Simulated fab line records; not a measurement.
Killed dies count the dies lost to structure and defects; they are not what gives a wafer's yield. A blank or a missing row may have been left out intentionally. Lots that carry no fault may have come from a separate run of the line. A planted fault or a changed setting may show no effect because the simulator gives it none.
Which of the tools did it? | flow nandHarc | 11 lots with 33 wafers sampled at 5 steps, on a route of 1159 steps

== WHAT THE GAUGES READ, wafer by wafer ==
NHARC_END_SORT_01. Usual: defectLimitedYield 95.1 %, standard deviation 1.5; killedAtArray 29, standard deviation 10; killedAtOther 0.7, standard deviation 1; killedAtPeriphery 3.7, standard deviation 2.6; killedDies 33, standard deviation 10; killedOpen 3.4, standard deviation 1.8; killedShort 1.8, standard deviation 1.3; sort_bin_2_pct 1.5 %, standard deviation 0.64; sort_bin_3_pct 0.29 %, standard deviation 0.24; sort_bin_4_pct 3.1 %, standard deviation 0.95; sortNPass 644, standard deviation 10; sortRimYieldPct 96.9 %, standard deviation 2.6; sortYieldPct 95.1 %, standard deviation 1.5.
lot  | measured     | on        | defectLimitedYield (%) | killedAtArray | killedAtOther | killedAtPeriphery | killedDies | killedOpen | killedShort | sort_bin_2_pct (%) | sort_bin_3_pct (%) | sort_bin_4_pct (%) | sortNPass   | sortRimYieldPct (%) | sortYieldPct (%) | flag
L472 | day 21 16:08 | prober-01 | 94.5 94.4 95.4         | 31 35 26      | 0 0 1         | 6 3 4             | 37 38 31   | 4 4 1      | 1 2 3       | 2.5 1.3 1.5        | 0.30 0.30 0.15     | 2.7 4.0 3.0        | 640 639 646 | 99.1 89.6 95.3      | 94.5 94.4 95.4   | 
L473 | day 21 20:13 | prober-02 | 96.5 97.5 97.3         | 20 12 17      | 0 1 0         | 4 4 1             | 24 17 18   | 1 3 3      | 0 1 0       | 0.9 0.6 0.4        | 0.30 0 0           | 2.4 1.9 2.2        | 653 660 659 | 99.1 100.0 98.1     | 96.5 97.5 97.3   | 
L480 | day 23 07:53 | prober-01 | 97.2 95.0 96.3         | 17 29 23      | 0 0 0         | 2 5 2             | 19 34 25   | 2 7 2      | 2 5 2       | 0.9 1.8 0.7        | 0 0.15 0.30        | 1.9 3.1 2.7        | 658 643 652 | 100.0 99.1 96.2     | 97.2 95.0 96.3   | 

== TOOL THAT RAN EACH LOT (tool first, then ch and the chambers of the sampled wafers, then the start) ==
lot  | NHARC_A_BLC_DESCUM_15             | NHARC_A_BLC_ETCH_16               | NHARC_A_M0_EXPOSE_06              | NHARC_A_M0_ETCH_15
L465 | rieDiel-13 ch 0,2,3, day 17 13:38 | rieDiel-13 ch 2,3, day 17 13:44   | arfiScanner-03 ch 0, day 17 17:34 | rieDiel-07 ch 1,2,3, no start
L464 | rieDiel-02 ch 0,1,3, day 17 14:16 | rieDiel-02 ch 0,2, day 17 14:24   | arfiScanner-01 ch 0, day 17 18:02 | rieDiel-07 ch 2,3, no start
L467 | rieDiel-02 ch 0,1,3, day 17 17:12 | rieDiel-02 ch 0,2,3, day 17 17:28 | arfiScanner-02 ch 0, day 17 21:09 | rieDiel-07 ch 0,1,2, no start
L471 | rieDiel-02 ch 1,2, day 18 23:36   | rieDiel-02 ch 1,2,3, day 18 23:42 | arfiScanner-02 ch 0, day 19 08:56 | rieDiel-04 ch 2,3, no start
L472 | rieDiel-03 ch 0,2,3, day 19 12:11 | rieDiel-03 ch 0,1, day 19 12:14   | arfiScanner-03 ch 0, day 19 22:21 | rieDiel-04 ch 0,1,2, day 21 16:08 or earlier
L473 | rieDiel-03 ch 0,1,3, day 19 23:01 | rieDiel-03 ch 1,2,3, day 19 23:06 | arfiScanner-03 ch 0, day 20 05:02 | rieDiel-04 ch 0,2, day 21 20:13 or earlier
L477 | rieDiel-03 ch 0,1,2, day 20 05:46 | rieDiel-03 ch 2,3, day 20 05:52   | arfiScanner-02 ch 0, day 20 09:32 | rieDiel-06 ch 0,1,2, day 20 10:07
L479 | rieDiel-03 ch 2,3, day 20 23:42   | rieDiel-03 ch 1,3, day 20 23:47   | arfiScanner-01 ch 0, day 21 13:13 | rieDiel-07 ch 1,2,3, no start
L480 | rieDiel-13 ch 0,2,3, day 21 00:27 | rieDiel-13 ch 0,3, day 21 00:32   | arfiScanner-02 ch 0, day 21 13:26 | rieDiel-04 ch 0,3, day 23 07:53 or earlier
L484 | rieDiel-13 ch 0,1,2, day 21 19:30 | rieDiel-13 ch 2,3, day 21 19:35   | arfiScanner-01 ch 0, day 21 23:49 | rieDiel-06 ch 0,1, no start
L482 | rieDiel-13 ch 0,1,2, day 21 22:38 | rieDiel-13 ch 0,1,3, day 21 22:42 | arfiScanner-01 ch 0, day 22 02:12 | rieDiel-06 ch 1,3, no start
- NHARC_A_BLC_DESCUM_15: chemistry O2, time 3 s.
- NHARC_A_BLC_ETCH_16: etches the open film in CF4, target depth 39 nm, time 65 s.
- NHARC_A_M0_EXPOSE_06: exposes mask A M0, target cd 80 nm.
- NHARC_A_M0_ETCH_15: etches the open film in C4F8/Ar, target depth 150 nm, overetch 15 nm, time 82.5 s.

== AS READ BY THE TOOLS THEMSELVES (means over the sampled wafers that have a number; for cases with no such wafer, the mark the record gives instead) ==
NHARC_A_BLC_DESCUM_15. Usual: drypumpMotorCurrentA 5.7 A, standard deviation 0.43; oesProductAu 0.999 a.u., standard deviation 0.016; rfVppV 57.8 V, standard deviation 0.86; showerheadPlenumPTorr 1.90 Torr, standard deviation 0.077; throttleValvePct 11.310 %, standard deviation 0.0085.
lot  | tool       | drypumpMotorCurrentA (A) | oesProductAu (a.u.) | rfVppV (V) | showerheadPlenumPTorr (Torr) | throttleValvePct (%) | flag
L465 | rieDiel-13 | 6.1                      | 0.990               | 56.4       | 1.81                         | 11.305               | 
L464 | rieDiel-02 | 5.6                      | 1.003               | 57.6       | 1.91                         | 11.305               | 
L467 | rieDiel-02 | 5.6                      | 1.003               | 58.8       | 1.91                         | 11.314               | 
L471 | rieDiel-02 | 5.7                      | 1.009               | 57.6       | 1.84                         | 11.311               | 
L472 | rieDiel-03 | 5.7                      | 0.992               | 58.0       | 1.94                         | 11.310               | 
L473 | rieDiel-03 | 5.4                      | 1.013               | 58.4       | 1.92                         | 11.310               | 
L477 | rieDiel-03 | 5.5                      | 0.995               | 57.8       | 1.94                         | 11.298               | 
L479 | rieDiel-03 | 5.6                      | 1.001               | 57.9       | 1.91                         | 11.302               | 
L480 | rieDiel-13 | 6.1                      | 1.003               | 57.7       | 1.81                         | 11.308               | 
L484 | rieDiel-13 | 6.2                      | 0.999               | 57.7       | 1.87                         | 11.310               | 
L482 | rieDiel-13 | 6.2                      | 1.014               | 57.0       | 1.87                         | 11.311               | 

NHARC_A_BLC_ETCH_16. Usual: drypumpMotorCurrentA 5.7 A, standard deviation 0.45; oesProductAu 0.999 a.u., standard deviation 0.015; rfVppV 151.1 V, standard deviation 1.2; showerheadPlenumPTorr 1.76 Torr, standard deviation 0.067; throttleValvePct 13.284 %, standard deviation 0.0093.
lot  | tool       | drypumpMotorCurrentA (A) | oesProductAu (a.u.) | rfVppV (V) | showerheadPlenumPTorr (Torr) | throttleValvePct (%) | flag
L465 | rieDiel-13 | 6.3                      | 0.990               | 150.5      | 1.68                         | 13.286               | 
L464 | rieDiel-02 | 6.1                      | 1.010               | 150.2      | 1.71                         | 13.280               | 
L467 | rieDiel-02 | 5.6                      | 1.006               | 151.1      | 1.73                         | 13.283               | 
L471 | rieDiel-02 | 5.4                      | 1.005               | 150.7      | 1.75                         | 13.280               | 
L472 | rieDiel-03 | 5.5                      | 1.001               | 151.7      | 1.80                         | 13.285               | 
L473 | rieDiel-03 | 5.4                      | 0.988               | 150.6      | 1.77                         | 13.282               | 
L477 | rieDiel-03 | 5.6                      | 0.984               | 151.3      | 1.79                         | 13.284               | 
L479 | rieDiel-03 | 5.2                      | 1.007               | 150.8      | 1.75                         | 13.288               | 
L480 | rieDiel-13 | 5.9                      | 1.000               | 150.3      | 1.70                         | 13.282               | 
L484 | rieDiel-13 | 6.3                      | 1.003               | 150.5      | 1.68                         | 13.294               | 
L482 | rieDiel-13 | 6.0                      | 1.003               | 151.5      | 1.75                         | 13.285               | 

NHARC_A_M0_EXPOSE_06. Usual: exposureDoseMJCm2 at 83.27, with a standard deviation of 0.087.
lot  | tool           | exposureDoseMJCm2 | flag
L465 | arfiScanner-03 | 83.27             | 
L464 | arfiScanner-01 | 83.37             | 
L467 | arfiScanner-02 | 83.39             | 
L471 | arfiScanner-02 | 83.22             | 
L472 | arfiScanner-03 | 85.55             | OFF
L473 | arfiScanner-03 | 85.13             | OFF
L477 | arfiScanner-02 | 83.26             | 
L479 | arfiScanner-01 | 83.31             | 
L480 | arfiScanner-02 | 83.28             | 
L484 | arfiScanner-01 | 83.24             | 
L482 | arfiScanner-01 | 83.20             | 

NHARC_A_M0_ETCH_15. Usual: oesProductAu 0.946 a.u., standard deviation 0.025; rfVppV 440 V, standard deviation 3.1.
lot  | tool       | oesProductAu (a.u.) | rfVppV (V) | flag
L465 | rieDiel-07 | 0.930               | 440        | 
L464 | rieDiel-07 | 0.925               | 437        | 
L467 | rieDiel-07 | 0.979               | 441        | 
L471 | rieDiel-04 | 0.926               | 441        | 
L472 | rieDiel-04 | 0.970               | 440        | 
L473 | rieDiel-04 | 0.920               | 442        | 
L477 | rieDiel-06 | 0.995               | 442        | 
L479 | rieDiel-07 | 0.943               | 440        | 
L480 | rieDiel-04 | 0.962               | 444        | 
L484 | rieDiel-06 | 0.954               | 441        | 
L482 | rieDiel-06 | 0.907               | 439        | 

== THE ANSWER, worked out from the rows above alone ==
Rule: a lot counts as off when the mean over its wafers that have a number is more than 3 standard deviations away from the usual mean. A lot without any number at a reading at which 4 lots or more have one is off too. The other lots that the step has rows for count as sound. First the gauges in route order, then the tools' own readings, where a lot's mean is used as printed above. The first step at which some lot is off is used, and at that step the reading that is off furthest; a lot without a number counts as furthest.
Off at NHARC_A_M0_EXPOSE_06 (exposureDoseMJCm2): L472, L473.
A tool fits if, at that step or a process step before it, it ran every lot that is off, and no sound lot after the first of them. One fits: arfiScanner-03 at NHARC_A_M0_EXPOSE_06. A fault onset in the window from L465 (day 17 17:34, its last sound lot) to L472 (day 19 22:21, its first lot off) fits.
The tool's own readings at NHARC_A_M0_EXPOSE_06 bear it out: on the lots that are off they differ by more than 5 times the standard deviation of the sound lots' means. exposureDoseMJCm2 reads 85.34 there against 83.28 on the sound lots.

== WHAT HAD BEEN PUT IN BY THE SIMULATOR ==
Process parameter drift: arfiScanner-03, from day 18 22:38 on, at NHARC_A_M0_EXPOSE_06. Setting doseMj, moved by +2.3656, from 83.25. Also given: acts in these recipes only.
Shown lots that were struck: L472, L473. The rule above reached the same finding.
